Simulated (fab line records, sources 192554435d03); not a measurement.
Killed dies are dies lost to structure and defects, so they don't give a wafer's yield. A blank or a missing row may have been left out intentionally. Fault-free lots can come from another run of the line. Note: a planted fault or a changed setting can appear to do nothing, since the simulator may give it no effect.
Comparing a struck lot with a sound one -- flow n5_finfet -- 38 steps out of a route of 1938
Sound: these wafers, L426.2, L426.3, L426.4. Struck: wafer L432.6 (L432.2, L432.5, from the same lot, were not struck and are left out); the cause is given at the end.
Each step with rows lists, per side, the tool, then ch with its chambers, then its first start. Under that, the readings that differ: sound wafers -- struck wafers -- difference of the means -- sigmas: that difference in standard deviations of wafers without a fault.
alike: a reading whose means differ by less than 2 such deviations, as well as words and numbers matching on both sides. not compared: withheld readings; readings where some wafer has no value; bounds like >300 that might hide an equal value; numbers whose values overlap and for which the record gives no deviation.
The two part at a step that has a row with sigmas, a row that says differs or no value, or rows on one side only. Non-overlapping numbers with no deviation appear without sigmas and do not part them. A reading that every wafer of one side lacks parts them only if that side has two wafers or more.

first, 9 steps without rows for these wafers: N5_BEOL_M7_DESCUM_33 (chemistry O2, time 7 s); N5_BEOL_M7_ETCH_72 (etches underlayer in N2/H2, target depth 6.5 nm, time 5.2 s); N5_BEOL_M7_ETCH_65 (etches SiARC in CF4, target depth 15.6 nm, time 26 s); N5_BEOL_M7_ETCH_66 (etches SOC in N2/H2, target depth 80 nm, overetch 16 nm, time 120 s); N5_BEOL_M7_STRIP_69 (strips in N2/H2); N5_BEOL_M7_STRIP_73 (strips in N2/H2); N5_BEOL_M7_VIA_ETCH_34 (etches SiCOH lowk in C4F6/O2, target depth 125.5 nm, time 50.5 s); N5_BEOL_M7_STRIP_76 (strips in C4F6/O2); N5_BEOL_M7_STRIP_36 (strips in N2/H2).
N5_BEOL_M7_TRENCH_ETCH_37: etches SiCOH lowk in C4F6/O2, target depth 93.478 nm, time 31.2 s.
  sound on rie_diel-03 ch 0,1,3, day 11 23:54; struck on rie_diel-03 ch 0, day 13 12:22
reading,sound,struck,difference,sigmas
bias_w (W),184.6 184.9 185.7,232.9,+47.8,+85
rf_vpp_V (V),680 638 654,814,+157,+11
model.etch.depth_nm (nm),93.89 96.23 90.62,101.3,+7.7,
model.BEOL_M7.feature_depth_nm (nm),93.8 96.2 90.6,101.2,+7.7,
model.TiN_of_BEOL_M7_HM_DEP_02.thk_nm (nm),17.6 17.6 17.8,17,-1,
  alike: drypump_motor_current_A, oes_ar_750_au, oes_product_au, showerhead_plenum_p_Torr, throttle_valve_pct
  not compared: rf_hours_counter_h
then, 2 steps without rows for these wafers: N5_BEOL_M7_ETCH_41 (etches SiCN in CH3F/O2, target depth 31.9 nm, time 57.8 s); N5_BEOL_M7_STRIP_80 (strips in N2/H2, time 10 s).
N5_BEOL_M7_OCD_MEAS_38:
  sound on ocd-01 at day 12 00:04; struck on ocd-02 at day 13 12:32
reading,sound,struck,difference,sigmas
trench_depth_nm (nm),93.6 96.6 90.4,101.4,+7.9,+4
then, 13 steps without rows for these wafers: N5_BEOL_M7_HM_STRIP_39 (strips TiN in peroxide tin strip, target depth 25 nm, time 158 s); N5_BEOL_M7_SRD_40 (time 30 s); N5_BEOL_M7_PRECLEAN_42 (cleans in residue remover, time 60 s); N5_BEOL_M7_SRD_43 (time 30 s); N5_BEOL_M7_CURE_75 (cures SiCOH lowk, time 120 s); N5_BEOL_M7_DEGAS_44 (time 60 s); N5_BEOL_M7_PRE_CLEAN_45 (time 30 s); N5_BEOL_M7_ALD_77 (deposits TaN, target thk 2 nm, pulse time 2 s, purge time 3 s); N5_BEOL_M7_SURFACE_TREAT_79; N5_BEOL_M7_CVD_78 (deposits Co from CCTBA/H2, target thk 2 nm, time 142.3 s); N5_BEOL_M7_SPUTTER_48 (material Cu, target thk 10 nm, time 1.667 s); N5_BEOL_M7_ECD_50 (material Cu, target thk 300 nm); N5_BEOL_M7_ANNEAL_51 (time 90 s).
N5_BEOL_M7_CMP_52: polishes, stops on SiCOH lowk, t overpolish 6.9 s, target thk 80 nm.
  sound on cmp-02 ch 0,1,2, day 12 03:21; struck on cmp-04 ch 3, day 13 15:40
reading,sound,struck,difference,sigmas
barrier_field_endpoint_s (s),27.8 27.6 29.0,29.6,+1.5,+2
overpolish_run_s (s),6.905 6.907 6.883,6.878,-0.020,-2
model.Cu_of_BEOL_M7_ECD_50.thk_nm (nm),81.4 82.2 78.6,90,+9,
  alike: motor_current_A, time_to_endpoint_s
N5_BEOL_M7_THK_MEAS_53: measures by xrf.
  sound on film_metro-02 at day 12 03:39; struck on film_metro-01 at day 13 15:53
reading,sound,struck,difference,sigmas
M7_THK (nm),81.9 82.9 78.7,89.7,+8.5,+4
then, 2 steps without rows for these wafers: N5_BEOL_M7_PRE_CLEAN_55 (time 15 s); N5_BEOL_M7_DEP_56 (deposits SiCN from 3MS/NH3, target thk 10 nm, time 17.5 s).
N5_BEOL_M7_RS_MEAS_57: uses a four-point probe to measure.
  sound on film_metro-01 at day 12 03:47; struck on film_metro-02 at day 13 16:01
reading,sound,struck,difference,sigmas
M7_RS (ohm/sq),0.281 0.277 0.292,0.249,-0.034,-4
then, 5 steps without rows for these wafers: N5_BEOL_M8_ILD_DEP_00 (deposits SiCOH lowk from DEMS/porogen, target thk 179.75 nm, time 33.4 s); N5_BEOL_M8_CURE_74 (cures SiCOH lowk, time 240 s); N5_BEOL_M8_PECVD_70 (deposits SiO2 from TEOS/O2, target thk 20 nm, time 22.7 s); N5_BEOL_M8_HM_DEP_02 (deposits TiN, target thk 20 nm); N5_BEOL_M8_COAT_59 (time 60 s, resist thk 100 nm).
-- a jump in the record: the struck wafers' starts before and after are 3 days apart (it breaks off in module BEOL_M8 and resumes in module BEOL_M15, where the first step shown is number 1830 of the route) --
N5_BEOL_M15_RC_MEAS_101:
  sound on prober-02 ch 0, day 14 15:46; struck on prober-02 ch 0, day 16 17:53
reading,sound,struck,difference,sigmas
COMB_M10 (S/m),1.31e-11 1.05e-11 1.43e-11,1.91e-11,+6.47e-12,+2
SERP_M13 (ohm/um),0.304 0.303 0.291,0.314,+0.015,+2
SERP_M14 (ohm/um),0.160 0.154 0.158,0.170,+0.013,+3
SERP_M7 (ohm/um),13.7 13.1 14.4,12.0,-1.7,-3
  alike: etest_temp_c, COMB_M11, COMB_M11_max_site, COMB_M12, COMB_M13, COMB_M14, COMB_M15, COMB_M5, COMB_M6, COMB_M7, COMB_M8, COMB_M9, SERP_M10, SERP_M11, SERP_M12, SERP_M13_max_site, SERP_M5, SERP_M6, SERP_M8, SERP_M9
N5_PASSIVATION_PROBE_49:
  rows exist in the record for the sound wafers here (prober-02, day 15 04:28), none for the struck ones

== WHERE THEY PART ==
Earliest at N5_BEOL_M7_TRENCH_ETCH_37; latest, in this record, at N5_PASSIVATION_PROBE_49.

WHY: what the simulator had put in
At N5_BEOL_M7_TRENCH_ETCH_37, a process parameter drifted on rie_diel-03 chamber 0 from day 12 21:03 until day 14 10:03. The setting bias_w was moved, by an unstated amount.
